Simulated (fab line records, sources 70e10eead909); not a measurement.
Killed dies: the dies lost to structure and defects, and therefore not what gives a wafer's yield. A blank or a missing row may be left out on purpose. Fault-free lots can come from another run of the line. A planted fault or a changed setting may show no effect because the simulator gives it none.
A struck lot beside a sound one | flow nand-harc | 18 steps out of a route of 1159
Sound: wafers L212.2, L212.3, L212.5. Wafers L229.3, L229.4, L229.5 were the ones struck. The cause is named last.
Order at every step that has rows: each side's tool, ch and its chambers, its first start. Under that, the readings that differ: sound wafers | struck wafers | difference of the means | sigmas: that difference in standard deviations of wafers without a fault.
alike: readings whose means differ by less than 2 such deviations, and words and numbers that are the same on both sides. not compared: withheld readings, readings that some wafer has no value for, bounds like >300 that may hide the same value, and numbers for which the record gives no deviation and whose values overlap.
A row with sigmas, a row that says differs or no value, or rows on one side alone: a step with any of these is where the two part. When numbers do not overlap yet have no deviation, they are printed without sigmas and do not part them. A reading that every wafer of one side lacks parts them only if that side has two wafers or more.

NHARC_A_M1_PRE_CLEAN_32: time 12 s.
  sound on pecvd-04 ch 0,1, day 18 13:21; struck on pecvd-04 ch 0,1, day 23 10:05
  alike: heater-power-w
NHARC_A_M1_DEP_33: deposits SiCN, target thk 30 nm.
  sound on pecvd-04 ch 0,1, day 18 13:28; struck on pecvd-04 ch 0,1, day 23 10:14
  alike: heater-power-w
NHARC_A_BONDPAD_DEP_00: deposits SiCN, target thk 250 nm.
  sound on pecvd-03 ch 1,2, day 18 13:58; struck on pecvd-04 ch 0,1
  alike: heater-power-w
NHARC_A_BONDPAD_CMP_29: polishes SiCN, target thk 200 nm.
  sound on cmp-02 ch 0,1,2, day 18 14:24; struck on cmp-04 ch 0,1,2, day 23 11:08
  alike: motor-current-A, slurry-flow-ml-min
NHARC_A_BONDPAD_THK_MEAS_30: measures by ellipsometry.
  sound on film-metro-01, day 18 14:38; struck on film-metro-02, day 23 11:22
  alike: thk-nm
then, 7 steps without rows for these wafers: NHARC_A_BONDPAD_SRD_31; NHARC_A_BONDPAD_DEHYDRATE_01 (time 120 s); NHARC_A_BONDPAD_HMDS_02 (time 30 s); NHARC_A_BONDPAD_COAT_33 (time 65 s); NHARC_A_BONDPAD_COAT_03 (resist thk 600 nm); NHARC_A_BONDPAD_SOFTBAKE_04 (time 70 s); NHARC_A_BONDPAD_EBR_05.
NHARC_A_BONDPAD_EXPOSE_06: exposes mask A BPAD.
  sound on krf-scanner-03 ch 0, day 18 15:03; struck on krf-scanner-04 ch 0, day 23 11:47
  reading              | sound             | struck            | difference | sigmas
  exposure-dose-mJ-cm2 | 37.01 36.99 36.98 | 54.40 54.39 54.42 | +17.41     | +99 or more
  alike: mask, focus-offset-nm, reticle-temp-C
then, 2 steps without rows for these wafers: NHARC_A_BONDPAD_PEB_07 (peb time 80 s); NHARC_A_BONDPAD_DEVELOP_08 (time 50 s).
NHARC_A_BONDPAD_CD_MEAS_09: the cd target is 500 nm.
  sound on cd-sem-01 ch 0, day 18 15:11; struck on cd-sem-01 ch 0, day 23 11:56
  reading    | sound             | struck            | difference | sigmas
  cd-nm (nm) | 499.4 498.4 498.5 | 511.9 514.5 513.8 | +14.6      | +7
NHARC_A_BONDPAD_OVL_MEAS_35:
  sound on overlay-01, day 18 15:17; struck on overlay-01, day 23 12:01
  alike: overlay-x-nm, overlay-y-nm
after that, 1 step had no rows for these wafers: NHARC_END_SORT_01.

== WHERE THEY PART ==
Last at NHARC_A_BONDPAD_CD_MEAS_09 as far as this record goes, first at NHARC_A_BONDPAD_EXPOSE_06. Later steps at which nothing parts them and some readings are alike: NHARC_A_BONDPAD_OVL_MEAS_35.

WHY: the cause the simulator had injected
Process parameter drift: krf-scanner-04, from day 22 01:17 on, at NHARC_A_BONDPAD_EXPOSE_06. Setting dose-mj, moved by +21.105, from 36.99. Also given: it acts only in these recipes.
